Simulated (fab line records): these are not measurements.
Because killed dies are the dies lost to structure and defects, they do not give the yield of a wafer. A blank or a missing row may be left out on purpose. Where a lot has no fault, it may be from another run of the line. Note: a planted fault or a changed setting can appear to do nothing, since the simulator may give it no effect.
Matching of chambers + flow nandHarc + 4 sister chambers for NHARC_A_BONDPAD_ETCH_34 on rieDiel-03
The step etches the open film in N2/H2, target depth 60 nm, overetch 18 nm, time 65.91 s. 8 wafers are shown with their chamber, then 9 later ones without.

== WAFERS WITH THEIR CHAMBER ==
| wafer  | chamber | drypumpMotorCurrentA (A) | rfVppV (V) |
|--------|---------|--------------------------|------------|
| L380.5 | 1       | 6.0                      | 432        |
| L383.2 | 3       | 5.8                      | 430        |
| L382.1 | 0       | 4.7                      | 429        |
| L382.5 | 2       | 6.3                      | 435        |
| L382.6 | 3       | 5.8                      | 427        |
| L387.2 | 1       | 6.0                      | 433        |
| L387.3 | 0       | 4.7                      | 428        |
| L387.6 | 2       | 6.2                      | 435        |

== WAFERS WITH NO CHAMBER GIVEN ==
| wafer  | drypumpMotorCurrentA (A) | rfVppV (V) |
|--------|--------------------------|------------|
| L390.3 | 4.7                      | 427        |
| L390.5 | 6.0                      | 433        |
| L390.6 | 4.7                      | 427        |
| L389.1 | 6.2                      | 435        |
| L389.3 | 5.7                      | 427        |
| L389.5 | 4.7                      | 426        |
| L399.1 | 4.7                      | 428        |
| L399.5 | 6.0                      | 433        |
| L399.6 | 4.7                      | 428        |

== EACH ONE'S CHAMBER ==
| wafer  | from the rows above | in truth |
|--------|---------------------|----------|
| L390.3 | 0                   | 0        |
| L390.5 | 1                   | 1        |
| L390.6 | 0                   | 0        |
| L389.1 | 2                   | 2        |
| L389.3 | 3                   | 3        |
| L389.5 | 0                   | 0        |
| L399.1 | 0                   | 0        |
| L399.5 | 1                   | 1        |
| L399.6 | 0                   | 0        |
9 of 9 placed correctly. From these rows, 0 cannot be placed. Wrongly placed: 0.
How it was worked out, from the rows above alone: a wafer's distance from a chamber is the root of the sum, over the readings, of the square of ((its reading less the chamber's mean) divided by the reading's scatter). The wafer belongs to the nearest chamber; if the next one is less than 2 further off, it can't be placed. Each chamber's mean is taken over the wafers shown for it. The scatter: take each reading less its chamber's mean, square it, sum over the shown wafers, divide by the number of wafers less the number of chambers, and take the root.
